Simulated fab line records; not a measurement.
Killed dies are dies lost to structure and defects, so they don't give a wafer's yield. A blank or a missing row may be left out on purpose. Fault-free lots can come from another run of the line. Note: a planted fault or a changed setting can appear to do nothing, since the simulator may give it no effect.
Matching of chambers -- flow n5-finfet -- 4 sister chambers for N5_BEOL_M12_ETCH_38 on rie-diel-04
The step etches SiCN in CF4/N2, target depth 68.7 nm, time 73.4 s. 18 wafers are shown with their chamber, then 9 later ones without.

== WAFERS, EACH WITH ITS CHAMBER ==
wafer,chamber,drypump-motor-current-A (A),showerhead-plenum-p-Torr (Torr),throttle-valve-pct (%)
L075.1,2,5.8,2.18,15.77
L075.3,3,5.7,2.15,15.62
L075.5,3,5.7,2.15,15.63
L076.1,0,5.5,2.12,15.50
L076.2,1,6.1,2.14,15.24
L076.5,3,5.6,2.15,15.63
L077.1,0,5.5,2.12,15.52
L077.2,1,6.1,2.14,15.26
L077.3,3,5.6,2.15,15.66
L082.1,2,5.8,2.18,15.28
L082.3,3,5.6,2.14,15.66
L082.6,3,5.7,2.14,15.66
L085.1,2,5.8,2.17,15.30
L085.2,0,5.5,2.11,15.55
L085.5,3,5.7,2.14,15.68
L090.1,1,6.1,2.13,15.28
L090.2,3,5.6,2.14,15.71
L090.3,2,5.8,2.17,15.32

SIGNATURES, as means of the wafers listed above
reading,chamber 0,chamber 1,chamber 2,chamber 3,scatter within a chamber
drypump-motor-current-A,5.500,6.100,5.800,5.650,0.0378
showerhead-plenum-p-Torr,2.1167,2.1367,2.1750,2.1450,0.00556
throttle-valve-pct,15.5233,15.2600,15.4175,15.6562,0.112
Rule: a wafer lies at a distance from a chamber equal to the root of the sum of squares, over the readings, of (its reading less the chamber's mean, divided by the reading's scatter). If the next closest chamber is less than 2 further off than the closest, the wafer can't be placed; otherwise it belongs to the closest. The scatter: take each reading less its chamber's mean, square it, sum over the shown wafers, divide by the number of wafers less the number of chambers, and take the root.

== WAFERS MISSING THEIR CHAMBER ==
wafer,drypump-motor-current-A (A),showerhead-plenum-p-Torr (Torr),throttle-valve-pct (%)
L089.2,6.1,2.13,15.32
L089.3,5.5,2.11,15.57
L089.6,5.8,2.17,15.31
L091.2,6.1,2.13,15.31
L091.4,5.6,2.14,15.71
L091.5,5.7,2.14,15.72
L094.1,5.6,2.13,15.72
L094.2,5.5,2.10,15.57
L094.5,5.9,2.17,15.34

== CHAMBER TAKEN BY EACH ==
wafer,from the rows above,in truth
L089.2,1,1
L089.3,0,0
L089.6,2,2
L091.2,1,1
L091.4,3,3
L091.5,3,3
L094.1,can't be placed: 3 or 0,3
L094.2,0,0
L094.5,2,2
Placed correctly: 8 of 9. Unplaceable from these rows: 1, with the true chamber sitting among the candidates in 1. Number placed wrongly: 0.
